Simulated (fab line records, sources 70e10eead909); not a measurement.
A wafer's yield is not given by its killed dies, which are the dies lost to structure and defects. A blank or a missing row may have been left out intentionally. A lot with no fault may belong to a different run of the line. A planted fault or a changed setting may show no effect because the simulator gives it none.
Matching of chambers :: flow nand_harc :: NHARC_A_BLC_STRIP_21 on rie_diel-11: 4 sister chambers
The step strips in O2. 4 wafers are shown with their chamber, then 12 later ones without.

## WAFERS, EACH WITH ITS CHAMBER
wafer: L088.3
chamber: 0
showerhead_plenum_p_Torr (Torr): 3.64

wafer: L091.5
chamber: 1
showerhead_plenum_p_Torr (Torr): 3.42

wafer: L092.3
chamber: 2
showerhead_plenum_p_Torr (Torr): 3.62

wafer: L092.6
chamber: 3
showerhead_plenum_p_Torr (Torr): 3.66

## WAFERS WITHOUT THEIR CHAMBER
wafer: L093.2
showerhead_plenum_p_Torr (Torr): 3.63

wafer: L093.3
showerhead_plenum_p_Torr (Torr): 3.62

wafer: L093.4
showerhead_plenum_p_Torr (Torr): 3.41

wafer: L094.1
showerhead_plenum_p_Torr (Torr): 3.62

wafer: L094.2
showerhead_plenum_p_Torr (Torr): 3.42

wafer: L094.5
showerhead_plenum_p_Torr (Torr): 3.62

wafer: L096.1
showerhead_plenum_p_Torr (Torr): 3.63

wafer: L096.2
showerhead_plenum_p_Torr (Torr): 3.62

wafer: L096.6
showerhead_plenum_p_Torr (Torr): 3.62

wafer: L097.3
showerhead_plenum_p_Torr (Torr): 3.63

wafer: L097.4
showerhead_plenum_p_Torr (Torr): 3.66

wafer: L097.6
showerhead_plenum_p_Torr (Torr): 3.41

## CHAMBER TAKEN BY EACH
wafer: L093.2
from the rows above: can't be placed: 2 or 0
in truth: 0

wafer: L093.3
from the rows above: 2
in truth: 2

wafer: L093.4
from the rows above: 1
in truth: 1

wafer: L094.1
from the rows above: 2
in truth: 2

wafer: L094.2
from the rows above: 1
in truth: 1

wafer: L094.5
from the rows above: 2
in truth: 2

wafer: L096.1
from the rows above: can't be placed: 2 or 0
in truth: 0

wafer: L096.2
from the rows above: 2
in truth: 2

wafer: L096.6
from the rows above: 2
in truth: 2

wafer: L097.3
from the rows above: can't be placed: 2 or 0
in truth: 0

wafer: L097.4
from the rows above: 3
in truth: 3

wafer: L097.6
from the rows above: 1
in truth: 1
Correct placement for 9 of the 12. Can't be placed from these rows: 3 (the true chamber is among the candidates in 3). Number placed wrongly: 0.
How it was worked out, from the rows above alone: a wafer's distance from a chamber is the root of the sum, over the readings, of the square of ((its reading less the chamber's mean) divided by the reading's scatter). If the next closest chamber is less than 2 further off than the closest, the wafer can't be placed; otherwise it belongs to the closest. A chamber's mean is the mean of its shown wafers. The scatter: root of mean squared gap, hidden wafer to nearest shown wafer, with one shown wafer a chamber.
